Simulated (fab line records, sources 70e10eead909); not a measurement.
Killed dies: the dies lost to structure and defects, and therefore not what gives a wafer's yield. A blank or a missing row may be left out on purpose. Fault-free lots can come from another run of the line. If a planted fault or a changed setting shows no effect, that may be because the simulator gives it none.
fab line records | flow nand_harc
record: lots: 11 wafers: 33 last_day: 24
route steps=1159 shown P_M1@315 P_M2@332 END@1159
lots untouched by any fault: they come from a run of this same line in which no faults occurred
start_h: start of the lot's first displayed wafer, in hours after the record's first day | wait_h: hours elapsed since this lot's preceding step | " identical to the entry in the row above | L1.1+2: several wafers, shown together as one row | - no value present, or no start provided | * or withheld: withheld | < > ~ a bound
route shown NAME@n: names a module that has steps shown in the file, with the first one's number in the route | usual: the fault-free wafers' mean and standard deviation | same: alike in all rows | chamber/n: place in a boat | sites: readings site by site | _std_site: how widely they spread, as a standard deviation | _edge_site: inner sites' mean taken away from outer sites' mean | radius_mm: how far each site lies from the wafer's centre | mask NAME#n: copy n | behind: the most recent tool/chamber to have shaped the wafer | hold: what put the lot on hold/how long, in hours/how the hold closed | device: names the non-switching transistor (n, p or np) | end of line: tests run on the same wafers once the route is complete | a step without rows: its recipe alone | killed: the dies lost at the first sort to structure and to defects; this is not the yield of the wafer | map: shows each die of a wafer: x if killed, . if not, _ if none is there
set.NAME: the setting that was run; set.NAME@STEP: the one run at that earlier step | model.NAME: the simulator's own value behind a step, which no gauge read
the route's steps for a sample of lots (tables are steps, rows are wafers)
services: a tool's chamber out of use, with start hour (start_h, from the record's first day; less than 0 if before it), hours out, and reason
== steps ==
step: NHARC_P_M1_INSPECT_27
usual: raw_defect_count: 330/120
columns lot.wafer tool chamber start_h wait_h raw_defect_count
L302.2 defect_inspect-01 - 133.13 0.0 305
L302.5 " - " " 426
L302.6 " - " " 252
L300.1 defect_inspect-02 - 134.42 0.0 615
L300.3 " - " " 321
L300.4 " - " " 365
L303.2 defect_inspect-01 - 143.62 0.0 193
L303.3 " - " " 229
L303.4 " - " " 171
L305.3 defect_inspect-01 - 151.37 0.0 355
L305.4 " - " " 398
L305.5 " - " " 284
L306.2 defect_inspect-02 - 158.30 0.0 236
L306.5 " - " " 253
L306.6 " - " " 315
L316.1 defect_inspect-01 - 223.75 0.0 224
L316.4 " - " " 200
L316.5 " - " " 272
L314.1 defect_inspect-02 - 225.34 0.0 430
L314.2 " - " " 269
L314.3 " - " " 302
L318.1 defect_inspect-02 - 235.14 0.0 418
L318.3 " - " " 374
L318.6 " - " " 416
L319.1 defect_inspect-01 - 235.43 0.0 297
L319.3 " - " " 229
L319.6 " - " " 294
L321.1 defect_inspect-02 - 245.59 0.0 340
L321.4 " - " " 177
L321.5 " - " " 317
L323.2 defect_inspect-02 - 257.65 0.0 368
L323.3 " - " " 546
L323.6 " - " " 429
step: NHARC_P_M2_ETCH_35
recipe: target_depth_a: 400 overetch_a: 120 time_s: 43.94 ion_energy_ev: 200 n2_flow_sccm: 150 h2_flow_sccm: 150 ar_flow_sccm: 0 rf_w: 400 bias_w: 150 chemistry: N2/H2
usual: drypump_motor_current_A: 5.56/0.22 n2_flow_sccm: 150.0/0.45 oes_product_au: 0.996/0.015 rf_vpp_V: 429.6/2.4 showerhead_plenum_p_Torr: 2.00/0.081 throttle_valve_pct: 14.171/0.0092
same: time_s: 43.94
columns lot.wafer tool chamber start_h wait_h drypump_motor_current_A n2_flow_sccm oes_product_au rf_hours_counter_h rf_vpp_V showerhead_plenum_p_Torr throttle_valve_pct
L302.2 rie_diel-03 2 134.82 0.1 5.74 149.5 0.997 31 432.8 2.13 14.166
L302.5 " 1 " " 5.26 150.0 0.979 - 428.5 1.98 14.184
L302.6 " 2 " " 5.77 149.5 1.009 - 433.4 2.13 14.166
L300.3 rie_diel-05 3 136.20 0.1 5.34 150.8 1.011 5 430.5 2.03 14.184
L300.1 " 0 " " 5.75 149.4 1.004 5 431.3 2.08 14.173
L300.4 " 1 " " 5.42 149.3 1.016 5 425.4 1.90 14.149
L303.2 rie_diel-05 3 145.46 0.1 5.34 151.1 1.012 5 429.9 2.03 14.173
L303.4 " 0 " " 5.71 149.7 0.990 5 432.1 2.08 14.177
L303.3 " 1 " " 5.41 150.6 1.018 5 427.5 1.90 14.174
L305.3 rie_diel-05 1 153.11 0.1 5.42 150.3 1.025 6 427.0 1.90 14.167
L305.4 " 1 " " 5.41 150.5 1.017 - 426.4 1.90 14.188
L305.5 " 3 " " 5.32 150.0 1.018 - 431.1 2.03 14.163
L306.2 rie_diel-05 0 159.99 0.1 5.72 149.8 0.991 6 431.1 2.08 14.162
L306.6 " 1 " " 5.42 150.0 1.017 - 425.3 1.90 14.149
L306.5 " 2 " " 5.74 150.3 1.014 - 426.1 1.91 14.177
L316.4 rie_diel-03 2 225.43 0.1 5.76 150.4 1.013 0 433.4 2.12 14.167
L316.1 " 3 " " 5.18 149.7 0.997 0 428.3 1.96 14.175
L316.5 " 1 " " 5.26 150.4 0.978 - 429.8 1.97 14.161
L314.1 rie_diel-05 0 227.01 0.1 5.70 150.1 0.976 2 432.2 2.08 14.179
L314.3 " 2 " " 5.76 149.9 0.988 2 427.4 1.91 14.179
L314.2 " 3 " " 5.35 149.9 0.988 2 430.7 2.03 14.159
L318.3 rie_diel-05 0 236.82 0.1 5.72 150.2 0.973 2 432.2 2.08 14.172
L318.1 " 2 " " 5.76 148.8 1.004 3 425.1 1.91 14.181
L318.6 " 0 " " 5.71 149.6 0.982 - 431.7 2.08 14.180
L319.3 rie_diel-12 3 237.11 0.1 5.96 149.1 1.025 5 432.0 2.12 14.159
L319.1 " 0 " " 6.11 149.9 1.009 4 424.5 1.90 14.175
L319.6 " 2 " " 5.96 150.2 1.013 - 435.1 2.19 14.163
L321.1 rie_diel-05 1 247.28 0.1 5.39 149.6 0.986 2 427.5 1.90 14.172
L321.5 " 1 " " 5.40 150.0 0.993 - 426.1 1.90 14.171
L321.4 " 2 " " 5.71 149.3 1.012 - 427.3 1.91 14.182
L323.3 rie_diel-05 3 259.20 0.1 5.39 149.8 0.987 3 429.5 2.03 14.167
L323.2 " 0 " " 5.74 150.0 0.977 4 431.5 2.08 14.172
L323.6 " 2 " " 5.72 150.2 1.021 - 426.9 1.91 14.167
step: NHARC_P_M2_PVD_21
recipe: target_thk_a: 300 chamber_pressure_pa: 5 power_w: 5000 substrate_temp_c: 30 time_s: 20.49 material: Cu
usual: cathode_dc_power_W: 5000.0/0.88 throttle_valve_pct: 29.9/1.1
same: time_s: 20.49
columns lot.wafer tool chamber start_h wait_h cathode_dc_power_W throttle_valve_pct
L302.2 pvd_sputter-01 - - - 5000.2 31.1
L302.5 " - " " 4999.0 29.1
L302.6 " - " " 4998.8 29.7
L300.3 pvd_sputter-01 - - - 4998.7 28.9
L300.1 " - " " 4999.8 29.3
L300.4 " - " " 4999.9 31.7
L303.2 pvd_sputter-01 - - - 4999.2 31.0
L303.3 " - " " 4999.0 31.4
L303.4 " - " " 4999.8 28.9
L305.3 pvd_sputter-03 - - - 4999.6 28.2
L305.4 " - " " 4999.1 31.4
L305.5 " - " " 4999.5 31.3
L306.2 pvd_sputter-03 - - - 5000.4 31.3
L306.5 " - " " 5000.8 28.1
L306.6 " - " " 5000.7 31.4
L316.4 pvd_sputter-03 - - - 4999.4 31.3
L316.1 " - " " 4999.2 28.2
L316.5 " - " " 5001.4 31.5
L314.3 pvd_sputter-01 - - - 4999.5 30.1
L314.1 " - " " 4999.6 29.8
L314.2 " - " " 5000.3 31.0
L318.3 pvd_sputter-03 - - - 4998.7 29.6
L318.1 " - " " 5000.1 31.4
L318.6 " - " " 4999.5 29.2
L319.3 pvd_sputter-02 - - - 4999.2 31.1
L319.1 " - " " 5002.9 30.3
L319.6 " - " " 4999.9 30.8
L321.1 pvd_sputter-03 - - - 4999.5 28.2
L321.4 " - " " 4999.5 31.4
L321.5 " - " " 5001.3 31.6
L323.3 pvd_sputter-03 - - - 5000.9 29.5
L323.2 " - " " 4998.4 28.2
L323.6 " - " " 5000.5 27.9
step: NHARC_P_M2_ECD_22
recipe: target_thk_a: 4000 bath_temp_c: 25 material: Cu
columns lot.wafer tool chamber start_h wait_h
L302.2+6+5 ecd_cu-01 0,1,0 136.25 -
L300.1+4+3 ecd_cu-02 0,0,1 137.49 -
L303.2+4+3 ecd_cu-02 1,1,0 146.80 -
L305.4+3+5 ecd_cu-01 0,1,1 154.60 -
L306.2+6+5 ecd_cu-01 0,1,0 161.34 -
L316.1+4+5 ecd_cu-02 0 226.77 -
L314.2+1+3 ecd_cu-02 1,0,1 228.55 -
L318.1+3+6 ecd_cu-01 0,1,0 238.18 -
L319.1+3+6 ecd_cu-01 1,0,0 238.54 -
L321.1+4+5 ecd_cu-01 1,1,0 248.72 -
L323.2+3+6 ecd_cu-01 1,1,0 260.54 -
step: NHARC_P_M2_CMP_23
recipe: t_overpolish_s: 20 target_thk_nm: 144.3
usual: motor_current_A: 12.2/0.98 slurry_filter_dp_kPa: 13.49/0.14 time_to_endpoint_s: 28/3.2
columns lot.wafer tool chamber start_h wait_h motor_current_A slurry_filter_dp_kPa time_to_endpoint_s
L302.2 cmp-03 0 136.98 - 10.9 13.65 28
L302.5 " 2 " " 12.5 13.37 29
L302.6 " 3 " " 13.6 13.35 30
L300.4 cmp-03 2 138.21 - 12.0 13.47 28
L300.1 " 3 " " 13.5 13.61 29
L300.3 " 1 " " 12.3 13.51 26
L303.3 cmp-03 0 147.52 - 11.7 13.39 22
L303.2 " 1 " " 12.3 13.55 25
L303.4 " 2 " " 11.7 13.45 23
L305.3 cmp-03 1 155.22 - 12.5 13.54 33
L305.4 " 3 " " 14.0 13.31 30
L305.5 " 2 " " 11.8 13.54 31
L306.2 cmp-03 1 162.11 - 12.4 13.41 30
L306.5 " 2 " " 12.4 13.52 28
L306.6 " 3 " " 14.2 13.58 31
L316.4 cmp-01 2 227.47 - 12.4 13.49 43
L316.1 " 3 " " 12.9 13.55 44
L316.5 " 1 " " 11.1 13.37 47
L314.1 cmp-04 0 229.31 - 12.2 13.43 50
L314.2 " 1 " " 12.5 13.38 28
L314.3 " 2 " " 10.0 13.33 31
L318.3 cmp-03 0 238.85 - 11.0 13.75 27
L318.1 " 3 " " 12.9 13.41 28
L318.6 " 0 " " 11.4 13.47 27
L319.3 cmp-03 3 239.26 - 12.8 13.59 27
L319.1 " 2 " " 11.7 13.63 27
L319.6 " 0 " " 11.9 13.56 26
L321.4 cmp-04 0 249.41 - 12.3 13.72 31
L321.1 " 1 " " 12.5 13.49 29
L321.5 " 1 " " 13.7 13.42 26
L323.2 cmp-01 3 261.27 - 13.1 13.52 25
L323.3 " 0 " " 11.5 13.17 23
L323.6 " 2 " " 12.7 13.68 26
step: NHARC_END_SORT_01
recipe: temp_c: 25
usual: defect_limited_yield: 95.1/1.6 killed_at_array: 29/11 killed_at_other: 0.6/1 killed_at_periphery: 3.1/2.1 killed_dies: 33/11 killed_open: 3.1/1.9 killed_short: 1.9/1.5 sort_bin_2_pct: 1.5/0.66 sort_bin_3_pct: 0.29/0.23 sort_bin_4_pct: 3.1/0.98 sort_n_pass: 644/11 sort_rim_yield_pct: 96.9/2.3 sort_yield_pct: 95.1/1.6
same: gross_dies: 677 sort_bin_5_pct[%]: 0 sort_bin_6_pct[%]: 0 sort_bin_7_pct[%]: 0 sort_bin_8_pct[%]: 0 sort_rim_n_gross: 106.00
columns lot.wafer tool chamber start_h wait_h defect_limited_yield[%] killed_at_array killed_at_other killed_at_periphery killed_dies killed_open killed_short sort_bin_2_pct[%] sort_bin_3_pct[%] sort_bin_4_pct[%] sort_n_pass sort_rim_yield_pct[%] sort_yield_pct[%]
L306.2 prober-01 0 472.30 2.9 95.4 30 0 1 31 1 3 0.6 0.15 3.8 646 97.2 95.4
L306.5 prober-01 0 474.75 3.8 95.7 27 0 2 29 3 2 1.3 0.59 2.4 648 99.1 95.7
L306.6 prober-01 0 475.57 4.1 95.7 26 1 2 29 0 1 1.5 0.30 2.5 648 96.2 95.7
killed by level:class
L306.2 A_SLIT:chamber_film_flake=12 A_CHANNEL_HOLE_D1:chamber_film_flake=6 A_CONTACT:chamber_film_flake=5 A_M0:chamber_film_flake=2 A_SOURCE_PLATE:geometric_particle:short=1 A_CHANNEL_FILL_D1:geometric_particle:short=1 A_CONTACT:geometric_particle:open=1 A_CONTACT:geometric_particle:short=1
L306.5 A_SLIT:chamber_film_flake=12 A_CONTACT:chamber_film_flake=4 A_CHANNEL_FILL_D1:geometric_particle:open=2 A_WL_FILL:geometric_particle:short=2 P_ZERO_WELL:chamber_film_flake=2 A_STAIRCASE:chamber_film_flake=2 A_CHANNEL_HOLE_D1:chamber_film_flake=2 A_M0:chamber_film_flake=2
L306.6 A_SLIT:chamber_film_flake=15 A_CHANNEL_HOLE_D1:chamber_film_flake=7 A_CONTACT:chamber_film_flake=3 P_M0:geometric_particle:short=1 P_BONDPAD:chamber_film_flake=1 A_WL_FILL:chamber_film_flake=1 THIN_TSV:chamber_film_flake=1
== services ==
columns tool chamber start_h hours kind
cmp-04 - 120.38 0.9 repair
pvd_sputter-01 - 121.60 3.0 repair
cmp-01 - 126.16 0.8 repair
rie_diel-03 0 133.06 6.9 repair
rie_diel-05 2 147.80 9.8 repair
pvd_sputter-01 - 149.57 1.4 repair
cmp-03 - 156.22 4.0 pm
pvd_sputter-01 - 158.00 10.0 pm
rie_diel-05 - 163.60 9.0 pm
pvd_sputter-03 - 171.17 48.7 repair
ecd_cu-01 - 173.29 2.0 repair
pvd_sputter-01 - 173.37 2.2 repair
cmp-01 - 179.18 1.2 repair
ecd_cu-02 - 180.19 8.0 pm
cmp-01 - 188.53 2.1 repair
rie_diel-05 - 193.21 0.1 repair
cmp-04 - 196.04 1.2 repair
cmp-04 - 199.58 1.4 repair
rie_diel-05 1 217.38 12.8 repair
rie_diel-05 0 221.54 1.6 repair
cmp-03 - 233.60 3.9 repair
rie_diel-05 3 243.16 6.4 repair
ecd_cu-02 - 252.45 3.6 repair
cmp-03 - 254.22 4.0 pm
== key ==
first_sign: step: NHARC_P_M2_CMP_23 reading: time_to_endpoint_s direction: up sigmas: 5.5 usual: * struck: *
effect none on later readings
met_at NHARC_P_M2_ECD_22
struck_lots L314,L316
struck_wafers L314.1,L316.1,L316.4,L316.5
not_acting_at NHARC_P_M1_INSPECT_27,NHARC_P_M2_ETCH_35,NHARC_P_M2_PVD_21
onset_between 146.80 226.77
fault: kind: process_parameter_drift tool: ecd_cu-02 chamber: 0 onset_h: 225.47 steps: NHARC_P_M2_ECD_22 channel: target_thk_a offset: * shape: step end_h: 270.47 acts_in: * stated: *
